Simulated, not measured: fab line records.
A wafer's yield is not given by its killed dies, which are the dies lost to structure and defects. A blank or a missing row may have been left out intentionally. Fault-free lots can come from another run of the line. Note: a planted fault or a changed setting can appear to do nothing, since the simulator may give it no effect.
fab line records || flow n5Finfet
record {"lots": 3, "wafers": 9, "lastDay": 17}
route steps=1938 shown MOL_CONTACT_COAG@550 BEOL_M4@1111 PASSIVATION@1936
lots that met no fault: from a run of the same line without faults
startH: hours from the record's opening day to when the first of the lot's shown wafers began || waitH: how many hours have passed since the lot's step before this one || " unchanged from the row above || L1.1+2: one row covering several wafers at once || - either no value or no given start || * or withheld: withheld || < > ~ a bound
route shown NAME@n: a module of which the file shows steps, and the number in the route of the first || usual: mean and standard deviation over wafers with no fault || same: alike in all rows || chamber/n: place in a boat || sites: readings site by site || _std_site: the values' standard deviation || _edge_site: inner sites' mean taken away from outer sites' mean || radiusMm: for every site, how far away it sits from the centre of the wafer || mask NAME#n: copy n || behind: the most recent tool/chamber to have shaped the wafer || hold: why the lot was held/for how many hours/how that ended || device: which transistor (n, p or np) failed to switch || end of line: tests of these same wafers at the route's end || where a step has no rows: the recipe by itself || killed: the dies lost at the first sort to structure and to defects; this is not the yield of the wafer || map: dies across one wafer; x = killed, . = not, _ = none there
set.NAME: the setting that was run; set.NAME@STEP: the one run at that earlier step || model.NAME: the simulator's own value behind a step, which no gauge read
lots seen at some steps along the route; tables by step, rows by wafer
services: when a tool's chamber went out of use (startH, in hours from the record's first day, below 0 if earlier), for how many hours, and the reason
## steps
# step N5_MOL_CONTACT_COAG_PRE_CLEAN_142
# recipe {"gas": "H2/He", "timeS": 60, "tempC": 300}
# step N5_MOL_CONTACT_COAG_SPUTTER_130
# recipe {"material": "Co", "targetThkA": 475, "tempC": 25, "chamberPressurePa": 0.5, "powerW": 3000}
# step N5_MOL_CONTACT_COAG_PRECLEAN_125
# recipe {"chemistry": "DIW", "timeS": 57.5, "tempC": 23}
# step N5_MOL_CONTACT_COAG_SRD_126
# recipe {"dryTimeS": 32, "dry": "n2Spin", "spinRpm": 1500}
# step N5_MOL_CONTACT_COAG_CMP_23
# recipe {"stopOn": "SiO2", "tOverpolishS": 1.5, "postCmpClean": "cuAlkaline", "downForcePsi": 2, "platenRpm": 50.289, "padVelocityMS": 1.0006, "targetThkNm": 0}
# step N5_MOL_CONTACT_COAG_WET_ETCH_26
# recipe {"target": "Co", "targetDepthNm": 13}
# step N5_MOL_CONTACT_COAG_WET_ETCH_116
# recipe {"chemistry": "SC1-inhibited", "targetDepthNm": 4.6, "dry": "ipaMarangoni", "rinseTimeS": 30, "rinseTempC": 23}
# step N5_MOL_CONTACT_COAG_ALD_27
# recipe {"material": "SiOC", "targetThkA": 170, "tempC": 400, "aldPrecursorFamily": "carbosiloxane", "aldCoReactant": "H2-plasma", "pulseTimeS": 1.5, "timeS": 2720, "purgeTimeS": 2, "coReactantPurgeTimeS": 2, "aldCycles": 340, "pressureTorr": 2}
# step N5_MOL_CONTACT_COAG_CMP_28
# recipe {"stopOn": "SiNx", "tOverpolishS": 0.85, "postCmpClean": "alkalineBrush", "downForcePsi": 4.15, "platenRpm": 51.8, "padVelocityMS": 1.0307, "targetThkNm": 14.522}
# step N5_MOL_CONTACT_COAG_ALD_123
# recipe {"material": "SiNx", "targetThkA": 50, "tempC": 400, "aldPrecursorFamily": "SiH2I2", "aldCoReactant": "N2/H2-plasma", "pulseTimeS": 1, "purgeTimeS": 2, "coReactantPurgeTimeS": 2, "aldCycles": 100, "pressureTorr": 2}
# usual {"aldCycles": "100/0", "heaterPowerW": "798/87", "precursorPulseHeightRel": "0.998/0.021"}
{"lot.wafer": "L143.2", "tool": "aldSin-03", "chamber": 1, "startH": 137.78, "waitH": 0.5, "aldCycles": 100, "heaterPowerW": 777, "precursorPulseHeightRel": 0.996, "model.SiNx_of_MOL_CONTACT_COAG_ALD_123.thkNm": 5}
{"lot.wafer": "L143.4", "tool": "aldSin-03", "chamber": 3, "startH": 137.78, "waitH": 0.5, "aldCycles": 100, "heaterPowerW": 764, "precursorPulseHeightRel": 1.011, "model.SiNx_of_MOL_CONTACT_COAG_ALD_123.thkNm": 5}
{"lot.wafer": "L143.6", "tool": "aldSin-03", "chamber": 1, "startH": 137.78, "waitH": 0.5, "aldCycles": 100, "heaterPowerW": 783, "precursorPulseHeightRel": 0.977, "model.SiNx_of_MOL_CONTACT_COAG_ALD_123.thkNm": 5}
{"lot.wafer": "L148.1", "tool": "aldSin-03", "chamber": 1, "startH": 163.34, "waitH": 0.0, "aldCycles": 100, "heaterPowerW": 777, "precursorPulseHeightRel": 0.993, "model.SiNx_of_MOL_CONTACT_COAG_ALD_123.thkNm": 5}
{"lot.wafer": "L148.2", "tool": "aldSin-03", "chamber": 3, "startH": 163.34, "waitH": 0.0, "aldCycles": 143, "heaterPowerW": 768, "precursorPulseHeightRel": 1.015, "model.SiNx_of_MOL_CONTACT_COAG_ALD_123.thkNm": 7.2}
{"lot.wafer": "L148.5", "tool": "aldSin-03", "chamber": 3, "startH": 163.34, "waitH": 0.0, "aldCycles": 143, "heaterPowerW": 763, "precursorPulseHeightRel": 0.993, "model.SiNx_of_MOL_CONTACT_COAG_ALD_123.thkNm": 7.2}
{"lot.wafer": "L160.1", "tool": "aldSin-04", "chamber": 1, "startH": 241.50, "waitH": 0.0, "aldCycles": 100, "heaterPowerW": 728, "precursorPulseHeightRel": 1.038, "model.SiNx_of_MOL_CONTACT_COAG_ALD_123.thkNm": 5}
{"lot.wafer": "L160.3", "tool": "aldSin-04", "chamber": 2, "startH": 241.50, "waitH": 0.0, "aldCycles": 100, "heaterPowerW": 847, "precursorPulseHeightRel": 0.966, "model.SiNx_of_MOL_CONTACT_COAG_ALD_123.thkNm": 5}
{"lot.wafer": "L160.4", "tool": "aldSin-04", "chamber": 3, "startH": 241.50, "waitH": 0.0, "aldCycles": 100, "heaterPowerW": 718, "precursorPulseHeightRel": 1.040, "model.SiNx_of_MOL_CONTACT_COAG_ALD_123.thkNm": 5}
# step N5_MOL_CONTACT_COAG_PECVD_31
# recipe {"material": "SiO2", "targetThkA": 460, "tempC": 400, "precursor": "TEOS/O2", "pressureTorr": 6.5, "rfW": "withheld", "teosFlowSccm": "withheld", "gas": "O2", "flowSccm": 2650, "timeS": 8.9}
# step N5_MOL_CONTACT_COAG_COAT_75
# recipe {"resist": "SOC", "tempC": 250, "timeS": 60, "spinRpm": 1500, "resistThkNm": 60}
# step N5_MOL_CONTACT_COAG_COAT_76
# recipe {"resist": "SiARC", "tempC": 220, "timeS": 60, "spinRpm": 1500, "resistThkNm": 10}
# step N5_MOL_CONTACT_COAG_COAT_77
# recipe {"resist": "underlayer", "tempC": 205, "timeS": 60, "spinRpm": 1500, "resistThkNm": 10}
# step N5_MOL_CONTACT_COAG_COAT_78
# recipe {"resist": "CAR-EUV", "spinRpm": 1500, "resistThkNm": 40}
# step N5_MOL_CONTACT_COAG_EBR_80
# recipe {"solvent": "PGMEA", "ebrWidthMm": 1.5}
# step N5_MOL_CONTACT_COAG_SOFTBAKE_79
# recipe {"tempC": 110, "timeS": 60, "resist": "CAR-EUV"}
# step N5_MOL_CONTACT_COAG_EXPOSE_81
# recipe {"maskId": "VG", "na": 0.33, "sourceShape": "annular", "sigmaInner": 0.3, "sigmaOuter": 0.7, "polarization": "unpolarized", "defocusNm": 0, "doseMj": 59.5}
# step N5_MOL_CONTACT_COAG_PEB_82
# recipe {"pebTempC": 100, "pebTimeS": 60, "resist": "CAR-EUV"}
# step N5_MOL_CONTACT_COAG_DEVELOP_83
# recipe {"developTimeS": 30, "developer": "TMAH", "resist": "CAR-EUV", "rinseLiquid": "surfactantRinse", "dry": "airSpin", "devTempC": 23}
# step N5_MOL_CONTACT_COAG_DESCUM_88
# recipe {"chemistry": "O2", "timeS": 7, "sourcePowerW": 50, "biasPowerW": 20, "pressureMtorr": 20, "rfFrequencyHz": 2.712e+07, "tempC": 40, "resist": "CAR-EUV", "o2FlowSccm": 225}
# step N5_MOL_CONTACT_COAG_ETCH_89
# recipe {"chemistry": "N2/H2", "target": "underlayer", "targetDepthA": 130, "maskMaterial": "CAR-EUV", "timeS": 10.4, "ionEnergyEv": 200, "pressureMtorr": 30, "sourceW": 840, "biasW": 150, "n2FlowSccm": 200, "h2FlowSccm": 200, "ends": "cleared"}
# step N5_MOL_CONTACT_COAG_ETCH_90
# recipe {"chemistry": "CF4", "target": "SiARC", "targetDepthA": 130, "maskMaterial": "CAR-EUV", "timeS": 21.7, "ionEnergyEv": 80, "pressureMtorr": 40, "sourceW": 545, "biasW": 36, "Ar_flow_sccm": 100, "cf4FlowSccm": 100, "ends": "cleared"}
# step N5_MOL_CONTACT_COAG_ALD_131
# recipe {"material": "SiO2", "targetThkA": 50, "tempC": 100, "aldPrecursorFamily": "BDEAS", "aldCoReactant": "O2-plasma", "pulseTimeS": 1, "coReactantPulseTimeS": 1, "purgeTimeS": 2, "coReactantPurgeTimeS": 2, "aldCycles": 35, "pressureTorr": 2}
# step N5_MOL_CONTACT_COAG_ETCHBACK_132
# recipe {"chemistry": "CHF3", "target": "SiO2", "targetDepthA": 100, "timeS": 6.7, "ionEnergyEv": 200, "pressureMtorr": 30, "sourceW": 610, "biasW": 170, "Ar_flow_sccm": 200, "CHF3_flow_sccm": 50}
# step N5_MOL_CONTACT_COAG_ETCH_91
# recipe {"chemistry": "N2/H2", "target": "SOC", "targetDepthA": 600, "overetchA": 210, "maskMaterial": "SiARC", "tempC": 40, "timeS": 101.2, "ionEnergyEv": 200, "pressureMtorr": 30, "sourceW": 840, "biasW": 150, "n2FlowSccm": 200, "h2FlowSccm": 200}
# step N5_MOL_CONTACT_COAG_STRIP_92
# recipe {"chemistry": "N2/H2", "tempC": 40, "n2FlowSccm": 200, "h2FlowSccm": 200, "rfFrequencyHz": 6e+07}
# step N5_MOL_CONTACT_COAG_STRIP_93
# recipe {"chemistry": "N2/H2", "tempC": 40, "n2FlowSccm": 200, "h2FlowSccm": 200, "rfFrequencyHz": 6e+07}
# step N5_MOL_CONTACT_COAG_ETCHBACK_135
# recipe {"chemistry": "CHF3", "target": "SiO2", "targetDepthA": 250, "timeS": 16.7, "ionEnergyEv": 200, "pressureMtorr": 30, "sourceW": 610, "biasW": 170, "Ar_flow_sccm": 200, "CHF3_flow_sccm": 50}
# step N5_MOL_CONTACT_COAG_STRIP_118
# recipe {"chemistry": "CHF3", "resist": "SiARC", "rfFrequencyHz": 6e+07}
# step N5_MOL_CONTACT_COAG_VIA_ETCH_46
# recipe {"chemistry": "C4F6/O2", "targetDepthA": 460, "overetchA": 92, "maskMaterial": "SOC", "target": "SiO2", "biasW": 455, "pressureMtorr": 10, "timeS": 40, "sourceW": 325, "Ar_flow_sccm": 300, "C4F6_flow_sccm": 10, "O2_flow_sccm": 10, "ionEnergyEv": 575.3, "ends": "endPoint"}
# step N5_MOL_CONTACT_COAG_STRIP_96
# recipe {"chemistry": "N2/H2", "powerW": 500, "tempC": 40, "pressureMtorr": 50, "rfFrequencyHz": 6e+07, "overashFraction": 0.3, "biasPowerW": 28, "h2Frac": 0.5, "n2FlowSccm": 300, "h2FlowSccm": 300}
# step N5_MOL_CONTACT_COAG_ETCH_47
# recipe {"chemistry": "CH3F/O2", "target": "SiNx", "targetDepthA": 270, "maskMaterial": "SiO2", "stopOn": "W", "overEtchFrac": 0.2, "ionEnergyEv": 120, "endpoint": "OES-CN", "pressureMtorr": 30, "sourceW": 395, "biasW": 73, "Ar_flow_sccm": 150, "CH3F_flow_sccm": 30, "O2_flow_sccm": 20, "ends": "endPoint"}
# step N5_MOL_CONTACT_COAG_STRIP_119
# recipe {"chemistry": "N2/H2", "timeS": 30, "powerW": 1000, "tempC": 250, "pressureMtorr": "withheld", "n2FlowSccm": 1750, "h2FlowSccm": 3250}
# step N5_MOL_CONTACT_COAG_PRECLEAN_144
# recipe {"chemistry": "alkalineClean", "tempC": 60, "timeS": 60, "doPpb": 50}
# step N5_MOL_CONTACT_COAG_SRD_145
# recipe {"dry": "ipaMarangoni", "timeS": 30, "tempC": 23, "rinseLiquid": "diw"}
# step N5_MOL_CONTACT_COAG_ETCH_124
# recipe {"chemistry": "CH3F/O2", "target": "SiNx", "targetDepthA": 65, "maskMaterial": "SOC", "stopOn": "SiOC", "overEtchFrac": 0.3, "ionEnergyEv": 120, "pressureMtorr": 30, "sourceW": 395, "biasW": 73, "Ar_flow_sccm": 150, "CH3F_flow_sccm": 30, "O2_flow_sccm": 20, "ends": "endPoint"}
# usual {"drypumpMotorCurrentA": "5.7/0.58", "oesProductAu": "0.68/0.088", "rfFwdPowerW": "390.7/1.5", "rfVppV": "302/7", "showerheadPlenumPTorr": "2.01/0.074", "throttleValvePct": "16.4/0.32"}
{"lot.wafer": "L143.2", "tool": "rieDiel-04", "chamber": 1, "startH": 140.98, "waitH": 0.0, "drypumpMotorCurrentA": 5.9, "oesProductAu": 0.60, "rfFwdPowerW": 393.0, "rfHoursCounterH": 221, "rfVppV": 290, "showerheadPlenumPTorr": 2.07, "throttleValvePct": 17.0, "model.etch.depthNm": 4.96}
{"lot.wafer": "L143.4", "tool": "rieDiel-04", "chamber": 3, "startH": 140.98, "waitH": 0.0, "drypumpMotorCurrentA": 6.2, "oesProductAu": 0.67, "rfFwdPowerW": 389.6, "rfHoursCounterH": "-", "rfVppV": 304, "showerheadPlenumPTorr": 1.95, "throttleValvePct": 16.6, "model.etch.depthNm": 4.983}
{"lot.wafer": "L143.6", "tool": "rieDiel-04", "chamber": 2, "startH": 140.98, "waitH": 0.0, "drypumpMotorCurrentA": 5.7, "oesProductAu": 0.57, "rfFwdPowerW": 392.8, "rfHoursCounterH": "-", "rfVppV": 307, "showerheadPlenumPTorr": 1.94, "throttleValvePct": 16.5, "model.etch.depthNm": 4.979}
{"lot.wafer": "L148.1", "tool": "rieDiel-05", "chamber": 0, "startH": 166.85, "waitH": 0.0, "drypumpMotorCurrentA": 4.8, "oesProductAu": 0.58, "rfFwdPowerW": 391.5, "rfHoursCounterH": 237, "rfVppV": 300, "showerheadPlenumPTorr": 1.90, "throttleValvePct": 16.6, "model.etch.depthNm": 5.002}
{"lot.wafer": "L148.2", "tool": "rieDiel-05", "chamber": 2, "startH": 166.85, "waitH": 0.0, "drypumpMotorCurrentA": 5.3, "oesProductAu": 0.87, "rfFwdPowerW": 389.5, "rfHoursCounterH": 43, "rfVppV": 295, "showerheadPlenumPTorr": 2.01, "throttleValvePct": 15.8, "model.etch.depthNm": 6.542}
{"lot.wafer": "L148.5", "tool": "rieDiel-05", "chamber": 3, "startH": 166.85, "waitH": 0.0, "drypumpMotorCurrentA": 6.3, "oesProductAu": 0.98, "rfFwdPowerW": 389.9, "rfHoursCounterH": "-", "rfVppV": 306, "showerheadPlenumPTorr": 2.04, "throttleValvePct": 16.1, "model.etch.depthNm": 6.738}
{"lot.wafer": "L160.1", "tool": "rieDiel-06", "chamber": 2, "startH": 244.80, "waitH": 0.0, "drypumpMotorCurrentA": 5.1, "oesProductAu": 0.65, "rfFwdPowerW": 389.1, "rfHoursCounterH": 113, "rfVppV": 306, "showerheadPlenumPTorr": 2.12, "throttleValvePct": 16.2, "model.etch.depthNm": 4.974}
{"lot.wafer": "L160.3", "tool": "rieDiel-06", "chamber": 0, "startH": 244.80, "waitH": 0.0, "drypumpMotorCurrentA": 6.2, "oesProductAu": 0.82, "rfFwdPowerW": 388.0, "rfHoursCounterH": 4, "rfVppV": 290, "showerheadPlenumPTorr": 1.95, "throttleValvePct": 16.2, "model.etch.depthNm": 4.985}
{"lot.wafer": "L160.4", "tool": "rieDiel-06", "chamber": 1, "startH": 244.80, "waitH": 0.0, "drypumpMotorCurrentA": 4.8, "oesProductAu": 0.59, "rfFwdPowerW": 392.4, "rfHoursCounterH": 232, "rfVppV": 288, "showerheadPlenumPTorr": 1.96, "throttleValvePct": 16.5, "model.etch.depthNm": 4.99}
# step N5_BEOL_M4_RC_MEAS_101
# usual {"DIBL_N": "36.8/2.2", "DIBL_P": "37.0/2.8", "IOFF_N": "0.18/0.043", "IOFF_P": "0.23/0.05", "ION_N": "680/14", "ION_P": "466/9.1", "SS_N": "71.7/0.74", "SS_P": "73.5/0.79", "VT_N": "248/4", "VT_P": "-249/4.1"}
{"lot.wafer": "L143.2", "tool": "prober-02", "chamber": 0, "startH": 205.30, "waitH": 0.2, "DIBL_N[mV/V]": 34.9, "DIBL_P[mV/V]": 32.8, "IOFF_N[nA/um]": 0.12, "IOFF_P[nA/um]": 0.16, "ION_N[uA/um]": 645, "ION_P[uA/um]": 446, "SS_N[mV/dec]": 71.9, "SS_P[mV/dec]": 72.7, "VT_N[mV]": 257, "VT_P[mV]": -255}
{"lot.wafer": "L143.4", "tool": "prober-02", "chamber": 0, "startH": 205.30, "waitH": 0.2, "DIBL_N[mV/V]": 37.9, "DIBL_P[mV/V]": 36.0, "IOFF_N[nA/um]": 0.17, "IOFF_P[nA/um]": 0.20, "ION_N[uA/um]": 670, "ION_P[uA/um]": 459, "SS_N[mV/dec]": 72.4, "SS_P[mV/dec]": 73.5, "VT_N[mV]": 252, "VT_P[mV]": -255}
{"lot.wafer": "L143.6", "tool": "prober-02", "chamber": 0, "startH": 205.30, "waitH": 0.2, "DIBL_N[mV/V]": 37.1, "DIBL_P[mV/V]": 35.9, "IOFF_N[nA/um]": 0.17, "IOFF_P[nA/um]": 0.21, "ION_N[uA/um]": 683, "ION_P[uA/um]": 466, "SS_N[mV/dec]": 71.9, "SS_P[mV/dec]": 73.4, "VT_N[mV]": 248, "VT_P[mV]": -250}
{"lot.wafer": "L148.1", "tool": "prober-02", "chamber": 0, "startH": 232.60, "waitH": 0.0, "DIBL_N[mV/V]": 36.4, "DIBL_P[mV/V]": 35.0, "IOFF_N[nA/um]": 0.17, "IOFF_P[nA/um]": 0.24, "ION_N[uA/um]": 679, "ION_P[uA/um]": 469, "SS_N[mV/dec]": 71.4, "SS_P[mV/dec]": 74.1, "VT_N[mV]": 249, "VT_P[mV]": -243}
{"lot.wafer": "L148.2", "tool": "prober-02", "chamber": 0, "startH": 232.60, "waitH": 0.0, "DIBL_N[mV/V]": 37.6, "DIBL_P[mV/V]": 38.2, "IOFF_N[nA/um]": 0.19, "IOFF_P[nA/um]": 0.32, "ION_N[uA/um]": 686, "ION_P[uA/um]": 477, "SS_N[mV/dec]": 71.2, "SS_P[mV/dec]": 74.0, "VT_N[mV]": 248, "VT_P[mV]": -241}
{"lot.wafer": "L148.5", "tool": "prober-02", "chamber": 0, "startH": 232.60, "waitH": 0.0, "DIBL_N[mV/V]": 36.4, "DIBL_P[mV/V]": 36.1, "IOFF_N[nA/um]": 0.17, "IOFF_P[nA/um]": 0.27, "ION_N[uA/um]": 683, "ION_P[uA/um]": 484, "SS_N[mV/dec]": 71.3, "SS_P[mV/dec]": 74.1, "VT_N[mV]": 246, "VT_P[mV]": -242}
{"lot.wafer": "L160.1", "tool": "prober-02", "chamber": 0, "startH": 298.90, "waitH": 0.0, "DIBL_N[mV/V]": 37.5, "DIBL_P[mV/V]": 38.4, "IOFF_N[nA/um]": 0.21, "IOFF_P[nA/um]": 0.27, "ION_N[uA/um]": 689, "ION_P[uA/um]": 477, "SS_N[mV/dec]": 72.1, "SS_P[mV/dec]": 73.1, "VT_N[mV]": 244, "VT_P[mV]": -242}
{"lot.wafer": "L160.3", "tool": "prober-02", "chamber": 0, "startH": 298.90, "waitH": 0.0, "DIBL_N[mV/V]": 35.7, "DIBL_P[mV/V]": 37.0, "IOFF_N[nA/um]": 0.18, "IOFF_P[nA/um]": 0.24, "ION_N[uA/um]": 687, "ION_P[uA/um]": 477, "SS_N[mV/dec]": 71.6, "SS_P[mV/dec]": 73.1, "VT_N[mV]": 244, "VT_P[mV]": -246}
{"lot.wafer": "L160.4", "tool": "prober-02", "chamber": 0, "startH": 298.90, "waitH": 0.0, "DIBL_N[mV/V]": 34.9, "DIBL_P[mV/V]": 34.6, "IOFF_N[nA/um]": 0.16, "IOFF_P[nA/um]": 0.20, "ION_N[uA/um]": 671, "ION_P[uA/um]": 465, "SS_N[mV/dec]": 71.3, "SS_P[mV/dec]": 73.1, "VT_N[mV]": 247, "VT_P[mV]": -249}
# step N5_PASSIVATION_PROBE_49
# usual {"defectLimitedYield": "91.4/1.5", "killed_at_M0_to_M3": "36/11", "killed_at_M4_up": "14/6", "killedAtContacts": "11/6", "killedAtFrontEnd": "37/11", "killedAtOther": "4/3.4", "killedDies": "102/18", "killedOnRim": "13/3.5", "killedOpen": "66/13", "killedShort": "34/7.8", "sort_bin_4_leakage": "0.00/0.017", "sort_bin_5_function": "5.0/0.97", "sort_bin_6_memory": "3.2/0.7", "sortNPass": "1078/19", "sortYieldPct": "91.3/1.6"}
# same {"grossDies": 1180, "killedAtBackSide": 0, "sort_bin_8_speed[%]": 0}
{"lot.wafer": "L148.1", "tool": "prober-02", "chamber": "-", "startH": 343.29, "waitH": 0.0, "defectLimitedYield[%]": 92.1, "killed_at_M0_to_M3": 22, "killed_at_M4_up": 20, "killedAtContacts": 14, "killedAtFrontEnd": 33, "killedAtOther": 4, "killedDies": 93, "killedOnRim": 11, "killedOpen": 73, "killedShort": 19, "sort_bin_4_leakage[%]": 0, "sort_bin_5_function[%]": 4.2, "sort_bin_6_memory[%]": 3.6, "sortNPass": 1087, "sortYieldPct[%]": 92.1}
{"lot.wafer": "L148.2", "tool": "prober-02", "chamber": "-", "startH": 343.34, "waitH": 0.1, "defectLimitedYield[%]": 50.1, "killed_at_M0_to_M3": 40, "killed_at_M4_up": 10, "killedAtContacts": 497, "killedAtFrontEnd": 35, "killedAtOther": 7, "killedDies": 589, "killedOnRim": 123, "killedOpen": 69, "killedShort": 30, "sort_bin_4_leakage[%]": 0, "sort_bin_5_function[%]": 46.7, "sort_bin_6_memory[%]": 3.1, "sortNPass": 591, "sortYieldPct[%]": 50.1}
{"lot.wafer": "L148.5", "tool": "prober-02", "chamber": "-", "startH": 343.49, "waitH": 0.2, "defectLimitedYield[%]": 74.3, "killed_at_M0_to_M3": 23, "killed_at_M4_up": 9, "killedAtContacts": 234, "killedAtFrontEnd": 34, "killedAtOther": 3, "killedDies": 303, "killedOnRim": 21, "killedOpen": 56, "killedShort": 26, "sort_bin_4_leakage[%]": 0, "sort_bin_5_function[%]": 22.6, "sort_bin_6_memory[%]": 2.8, "sortNPass": 877, "sortYieldPct[%]": 74.3}
# killed by level:class
L148.1 FIN_SAQP:geometricParticle:open=17 MOL_CONTACT_COAG:geometricParticle:open=11 BEOL_M5:geometricParticle:open=8 BEOL_M0_SAQP:geometricParticle:open=7 BEOL_M2:geometricParticle:open=6 BEOL_M0_SAQP:geometricParticle:short=5 STI_FIN_REVEAL:geometricParticle:open=3 MOL_CONTACT_COAG:geometricParticle:short=3
L148.2 MOL_CONTACT_COAG:areaEtch=487 FIN_SAQP:geometricParticle:open=15 BEOL_M0_SAQP:geometricParticle:short=10 BEOL_M2:geometricParticle:open=9 MOL_CONTACT_COAG:geometricParticle:open=8 FIN_SAQP:geometricParticle:short=6 BEOL_M1:geometricParticle:open=6 BEOL_M3:geometricParticle:open=6
L148.5 MOL_CONTACT_COAG:areaEtch=220 MOL_CONTACT_COAG:geometricParticle:open=12 FIN_SAQP:geometricParticle:open=11 BEOL_M0_SAQP:geometricParticle:short=8 STI_FIN_REVEAL:geometricParticle:open=6 BEOL_M0_SAQP:geometricParticle:open=6 DUMMY_GATE:geometricParticle:open=5 BEOL_M5:geometricParticle:open=4
# map L148.2 (x killed, . not)
_________________xxxxxxxxxxxx________________
______________xxxxxxxxxxxxxxxxxx_____________
___________xxxxxxxxxxxxxxxxxxxxxxxx__________
__________xxxxxxxxxxxx.xx..x.xxxxxxx_________
________xxxxxxx.xx.x.x.x.x..xxxxxxxxxx_______
_______xxxxx.x...x.xxxx...x..xxxxxxxxxx______
______xxxxxxxxx..xxxxxxxx..xxxxx.xxxxxxx_____
_____xxxxxxx.xx....xx.xx..xxx.xxxxxxxxxxx____
____xxx..xx.....x..x.xxx.x.xxx.x..xxxxxxxx___
___xx.xx.x.xx..........x.xxxxx.......xxxxxx__
___.x.xx...x.x..x...xx......xx...x...xxxxxx__
__x.xxxx.xx..x...........x.xxx.xx....xxxxxxx_
__x..xxxxxx........x.......xx.xxxx.x.xxxxxxx_
_xxxxxx........x.x....x...xxxxx.x....xxxxxxxx
_xx.......x..x...x....xxxx...x.x.x...xxxxxxxx
_xxxxxx....x.............xx.....x.x.xxxx.x.x.
_xx...............x..xxxxxx.........x..xxxxxx
_xx...x.x.x.x.......xxxxx........xx.x.xx.xxxx
_xx....x..xx.x.......xxxx........xx..xxx.x..x
_...x......x.x.......x..xx........xxx.x...xxx
_........x.x.x..........xx.x.x.....xxx..xxxxx
__...x...x..xx..........................xxxx_
__....xxx...x.....x....x.........x.....xxxxx_
___..xx....x.x.x..x.x.................xxxxx__
___.x.....xxx..........xx.......x.....xxxxx__
____.x..xx.x...x....x........x..x...xxxxxx___
_____x.xxxx...x.x....x........x......xxxx____
______...x..x.........x.........x..x.xxx_____
_______.....xxx...x...x....xx..x.......______
________....xx..xxxx..x.....xxxxxx...x_______
__________.xxxxxxxxx.xxx.x.xxxxxxxx._________
___________xxxxxxxxxxxxx....xxxxxxx__________
______________xxxxxxxxxxxxxxxxx._____________
_________________xxxxx.xx.xxx________________
# map L143.6 (x killed, . not)
_________________..........x.________________
______________.................._____________
___________..x.....x...x...x.......__________
__________................xx......x._________
________...........x.......x.x.....x.._______
_______...............x...x....x.......______
______...x.....................xx..x...._____
_____.......x.......x..xx...x............____
____.......x..........x.........x.........___
___................xx..................xx..__
___...x..x..........x.x............x.......__
__..xx..x......x..x...x..x..x....x.........._
__....x..x..............x.....x.x....x..xx.._
_.....x....x.......x.........x......x..x.....
_..........xx.x.................x.x..........
_.x....x.....x...........x...x.........x.....
_..x..................x.....x..............x.
_xx......x........................x......xx..
_.....xx.x..............x...........x........
_......................x....x...x............
_..x..................x..........xx..........
__x.............x....................x.x.x.._
__.x....x.........xxx......................._
___...........x............x..x.......x...x__
___.........x.x...x........................__
____.........x..........x..x.......x.xx...___
_____...........x...x...xxx..............____
______......x...x...x..................._____
_______.x......x........x........x.....______
________....x..........x....x.....x..x_______
__________.....x.....x.x....x..x...x_________
___________x............x...x......__________
______________........x........x_____________
_________________......x....x________________
## services
{"tool": "rieDiel-05", "chamber": 3, "startH": 133.54, "hours": "-", "kind": "clean"}
{"tool": "rieDiel-05", "chamber": 3, "startH": 133.54, "hours": "-", "kind": "consumableReplace:focusRing"}
{"tool": "rieDiel-05", "chamber": 3, "startH": 133.54, "hours": 18.2, "kind": "scheduledDown"}
{"tool": "rieDiel-05", "chamber": 3, "startH": 133.54, "hours": 18.2, "kind": "ventCycle"}
{"tool": "rieDiel-04", "chamber": 0, "startH": 138.65, "hours": 5.3, "kind": "repair"}
{"tool": "aldSin-04", "chamber": 0, "startH": 141.81, "hours": 9.5, "kind": "repair"}
{"tool": "rieDiel-06", "chamber": 0, "startH": 147.08, "hours": 5.7, "kind": "repair"}
{"tool": "rieDiel-04", "chamber": 2, "startH": 159.67, "hours": "-", "kind": "clean"}
{"tool": "rieDiel-04", "chamber": 2, "startH": 159.67, "hours": "-", "kind": "consumableReplace:focusRing"}
{"tool": "rieDiel-04", "chamber": 2, "startH": 159.67, "hours": 21.8, "kind": "scheduledDown"}
{"tool": "rieDiel-04", "chamber": 2, "startH": 159.67, "hours": 21.8, "kind": "ventCycle"}
{"tool": "rieDiel-05", "chamber": 1, "startH": 170.15, "hours": "-", "kind": "clean"}
{"tool": "aldSin-03", "chamber": "-", "startH": 176.75, "hours": 14.0, "kind": "pm"}
{"tool": "aldSin-03", "chamber": 0, "startH": 176.75, "hours": 14.0, "kind": "ventCycle"}
{"tool": "aldSin-03", "chamber": 1, "startH": 176.75, "hours": 19.9, "kind": "ventCycle"}
{"tool": "aldSin-03", "chamber": 2, "startH": 176.75, "hours": 14.0, "kind": "ventCycle"}
{"tool": "aldSin-03", "chamber": 3, "startH": 176.75, "hours": 14.0, "kind": "ventCycle"}
{"tool": "aldSin-03", "chamber": 0, "startH": 190.75, "hours": "-", "kind": "clean"}
{"tool": "aldSin-03", "chamber": 2, "startH": 190.75, "hours": "-", "kind": "clean"}
{"tool": "aldSin-03", "chamber": 3, "startH": 190.75, "hours": "-", "kind": "clean"}
{"tool": "aldSin-03", "chamber": 0, "startH": 207.35, "hours": 4.5, "kind": "repair"}
{"tool": "aldSin-03", "chamber": 0, "startH": 219.36, "hours": 18.2, "kind": "repair"}
{"tool": "rieDiel-04", "chamber": 1, "startH": 235.62, "hours": 8.8, "kind": "repair"}
{"tool": "rieDiel-05", "chamber": 3, "startH": 239.05, "hours": 115.1, "kind": "repair"}
## key
firstSign {"step": "N5_MOL_CONTACT_COAG_ALD_123", "reading": "aldCycles", "direction": "up", "sigmas": "99+", "usual": "*", "struck": "*"}
effect {"step": "N5_PASSIVATION_PROBE_49", "reading": "killedAtContacts", "direction": "up", "sigmas": 59, "usual": 11, "struck": 366}
modelEffect {"step": "N5_MOL_CONTACT_COAG_ALD_123", "value": "SiNx_of_MOL_CONTACT_COAG_ALD_123.thkNm", "without": 5, "struck": 7.2}
modelEffect {"step": "N5_MOL_CONTACT_COAG_ETCH_124", "value": "etch.depthNm", "without": 5.014, "struck": 6.64}
moreKillsBornAt {"N5_MOL_CONTACT_COAG_ETCH_48@rieDiel-05": 707}
metAt N5_MOL_CONTACT_COAG_ALD_123
struckWafers L148.2,L148.5
onsetBetween 137.78 163.34
fault {"kind": "processParameterDrift", "tool": "aldSin-03", "chamber": "-", "onsetH": 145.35, "steps": "N5_MOL_CONTACT_COAG_ALD_123", "channel": "aldCycles", "offset": "*", "shape": "step", "endH": 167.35, "scope": "struckWafersOnly", "actsIn": "*", "stated": "*"}
